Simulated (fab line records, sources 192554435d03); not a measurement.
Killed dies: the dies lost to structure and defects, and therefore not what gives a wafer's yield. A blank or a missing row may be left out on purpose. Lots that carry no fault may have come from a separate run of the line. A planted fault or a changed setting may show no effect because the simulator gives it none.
Split-lot experiment | flow n5Finfet | on a route of 1938 steps: 7 lots, 21 wafers read

THE SPLIT ITSELF
At N5_SD_EPI_N_EXPOSE_06 (exposes mask SD N BLK, target cd 120 nm), the setting doseMj was moved away from the recipe's 39.75 on 7 of the 21 wafers read, by -5.3% to +4.5%. The other wafers ran this setting at the recipe's value.

FROM THE SPLIT TO THE READING: what the file shows between them, 2 steps
- N5_SD_EPI_N_PEB_07: peb time 60 s
- N5_SD_EPI_N_DEVELOP_08: develop time 30 s

THE READING
Shown in nm: cdNm at N5_SD_EPI_N_CD_MEAS_09, with target cd 120 nm. Fault-free wafers of this fab line usually give 119.8 nm, standard deviation 0.6 nm.

wafer  | tool, chamber at the split | doseMj as run | against the recipe | cdNm, nm | against lot-mates on the recipe
L078.3 | arfiScanner-02, 0          | 39.75         | recipe             | 120.3    | -
L078.4 | arfiScanner-02, 0          | 39.75         | recipe             | 119.5    | -
L078.6 | arfiScanner-02, 0          | 39.75         | recipe             | 119.9    | -
L080.1 | arfiScanner-02, 0          | 37.63         | -5.3%              | 115.1    | -4.1
L080.2 | arfiScanner-02, 0          | 39.75         | recipe             | 119.1    | -
L080.6 | arfiScanner-02, 0          | 39.75         | recipe             | 119.2    | -
L082.1 | arfiScanner-03, 0          | 39.75         | recipe             | 119.6    | -
L082.3 | arfiScanner-03, 0          | 39.75         | recipe             | 119.1    | -
L082.6 | arfiScanner-03, 0          | 39.75         | recipe             | 120.0    | -
L084.2 | arfiScanner-01, 0          | 39.75         | recipe             | 120.2    | -
L084.3 | arfiScanner-01, 0          | 38.47         | -3.2%              | 117.9    | -2.3
L084.4 | arfiScanner-01, 0          | 38.47         | -3.2%              | 117.2    | -3.0
L087.2 | arfiScanner-01, 0          | 41.53         | +4.5%              | 121.5    | +2.6
L087.3 | arfiScanner-01, 0          | 39.75         | recipe             | 118.9    | -
L087.6 | arfiScanner-01, 0          | 41.53         | +4.5%              | 122.4    | +3.5
L093.1 | arfiScanner-02, 0          | 39.75         | recipe             | 120.3    | -
L093.3 | arfiScanner-02, 0          | 39.75         | recipe             | 120.2    | -
L093.6 | arfiScanner-02, 0          | 39.75         | recipe             | 119.7    | -
L094.2 | arfiScanner-03, 0          | 39.75         | recipe             | 120.0    | -
L094.3 | arfiScanner-03, 0          | 37.98         | -4.5%              | 117.3    | -2.7
L094.5 | arfiScanner-03, 0          | 37.98         | -4.5%              | 117.1    | -2.9

FIT RESULTS
A straight line over all 21 wafers: cdNm changes by +0.618 nm for each +1% of doseMj; r = +0.94; the points scatter about the line by 0.56 nm.
The same after taking each lot's own level away (the mean of its wafers on the recipe; 21 wafers): +0.702 nm for each +1%; r = +0.98; scatter 0.34 nm.
According to that fit, moving doseMj by its largest amount changes the reading by 3.7 nm.
The span of the lots' own levels, 118.90 to 120.20 nm, comes to 2.2 times the standard deviation stated above.
So the slope is not independent of the lot-to-lot level: the two fits are not the same.
Check: for one of the wafers moved furthest among these (-5.3%), held out of the fit, the line's prediction against its lot-mates is -3.69 nm. It came out at -4.05 nm against them.

THE WHOLE CHAIN: every reading that the file lists as answering this split, in the file's order
step                   | what it does                                           | reading                                                        | change (the file's fit)               | r (the file's)
N5_SD_EPI_N_CD_MEAS_09 | target cd 120 nm                                       | cdNm                                                           | +0.719 nm for each +1% of the setting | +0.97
N5_SD_EPI_N_DESCUM_14  | chemistry O2, time 7.9 s                               | SD_EPI_N.cdNm (the simulator's own value, which no gauge read) | +0.755 nm for each +1% of the setting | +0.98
N5_SD_EPI_N_ETCH_34    | etches SiARC in CF4, target depth 45.5 nm, time 75.8 s | SD_EPI_N.cdNm (the simulator's own value, which no gauge read) | +0.722 nm for each +1% of the setting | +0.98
N5_SD_EPI_N_ETCH_16    | etches SiO2 in CHF3/O2, target depth 5 nm              | SD_EPI_N.cdNm (the simulator's own value, which no gauge read) | +0.729 nm for each +1% of the setting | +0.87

THE FILE'S OWN FIT
cdNm changes by +0.719 nm for each +1% of doseMj, r = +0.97.
